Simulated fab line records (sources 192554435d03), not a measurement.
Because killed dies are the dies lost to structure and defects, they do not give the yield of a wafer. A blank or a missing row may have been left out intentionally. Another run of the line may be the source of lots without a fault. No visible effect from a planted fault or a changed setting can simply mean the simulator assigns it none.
Matching of chambers -- flow n5-finfet -- rie-diel-05 running N5_SDB_STRIP_21: 4 sister chambers
The step strips in CF4. 14 wafers are shown with their chamber, then 7 later ones without.

EACH WAFER AND ITS CHAMBER
wafer,chamber,showerhead-plenum-p-Torr (Torr),throttle-valve-pct (%),oes-product-au (a.u.)
L076.3,0,1.77,13.19,0.93
L076.5,3,1.84,13.87,0.73
L076.6,0,1.77,13.17,0.92
L082.4,3,1.84,13.89,0.72
L082.5,2,1.82,13.45,0.68
L082.6,1,1.77,13.75,0.71
L084.3,1,1.77,13.76,0.71
L084.4,3,1.84,13.91,0.72
L084.5,2,1.82,13.47,0.67
L085.2,0,1.77,13.22,0.89
L085.3,2,1.82,13.47,0.67
L085.5,2,1.82,13.47,0.67
L091.3,1,1.77,13.77,0.70
L091.5,1,1.76,13.79,0.70

SIGNATURES, as means of the wafers listed above
reading,chamber 0,chamber 1,chamber 2,chamber 3,scatter within a chamber
showerhead-plenum-p-Torr,1.7700,1.7675,1.8200,1.8400,0.00274
throttle-valve-pct,13.1933,13.7675,13.4650,13.8900,0.018
oes-product-au,0.9133,0.7050,0.6725,0.7233,0.0105
Rule: for a wafer and a chamber, the distance is found by dividing, reading by reading, the gap between the wafer's reading and the chamber's mean by the reading's scatter, squaring, summing and taking the root. The wafer belongs to the nearest chamber; if the next one is less than 2 further off, it can't be placed. The scatter: take each reading less its chamber's mean, square it, sum over the shown wafers, divide by the number of wafers less the number of chambers, and take the root.

WAFERS WITH NO CHAMBER GIVEN
wafer,showerhead-plenum-p-Torr (Torr),throttle-valve-pct (%),oes-product-au (a.u.)
L091.6,1.82,13.50,0.67
L095.1,1.82,13.50,0.67
L095.4,1.84,13.94,0.70
L095.5,1.76,13.78,0.70
L096.1,1.76,13.80,0.70
L096.2,1.83,13.93,0.70
L096.5,1.83,13.94,0.71

WHICH CHAMBER EACH ONE RAN IN
wafer,from the rows above,in truth
L091.6,2,2
L095.1,2,2
L095.4,3,3
L095.5,1,1
L096.1,1,1
L096.2,3,3
L096.5,3,3
Correctly placed: 7 of 7. Not placeable from these rows: 0. Placed wrongly: 0.
